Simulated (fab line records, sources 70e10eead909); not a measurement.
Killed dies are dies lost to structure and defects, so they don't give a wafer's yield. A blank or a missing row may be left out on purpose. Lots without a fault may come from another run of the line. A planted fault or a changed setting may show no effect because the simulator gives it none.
Chamber matching | flow nand_harc | NHARC_A_CONTACT_ETCH_88 on rie_diel-07: 4 sister chambers
The step etches the open film in CF4, target depth 39 nm, time 65 s. 4 wafers are shown with their chamber, then 7 later ones without.

WAFERS WITH THEIR CHAMBER
wafer  | chamber | drypump_motor_current_A (A)
L702.2 | 1       | 5.90
L702.3 | 3       | 6.26
L700.3 | 2       | 6.08
L700.4 | 0       | 6.16

WAFERS WITHOUT THEIR CHAMBER
wafer  | drypump_motor_current_A (A)
L700.6 | 6.04
L701.2 | 5.91
L701.4 | 5.92
L701.5 | 6.27
L707.2 | 6.12
L707.3 | 6.04
L707.6 | 6.23

WHICH CHAMBER EACH WENT THROUGH
wafer  | from the rows above     | in truth
L700.6 | 2                       | 2
L701.2 | 1                       | 1
L701.4 | 1                       | 1
L701.5 | 3                       | 3
L707.2 | can't be placed: 0 or 2 | 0
L707.3 | 2                       | 2
L707.6 | can't be placed: 3 or 0 | 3
Placed correctly: 5 of 7. Can't be placed from these rows: 2 (the true chamber is among the candidates in 2). Placed wrongly: 0.
How it was worked out, from the rows above alone: a wafer's distance from a chamber is the root of the sum, over the readings, of the square of ((its reading less the chamber's mean) divided by the reading's scatter). The wafer belongs to the nearest chamber; if the next one is less than 2 further off, it can't be placed. A chamber's mean is the mean of its shown wafers. The scatter: with one shown wafer a chamber, the root of the mean of the squares of how far each hidden wafer lies from its nearest shown one.
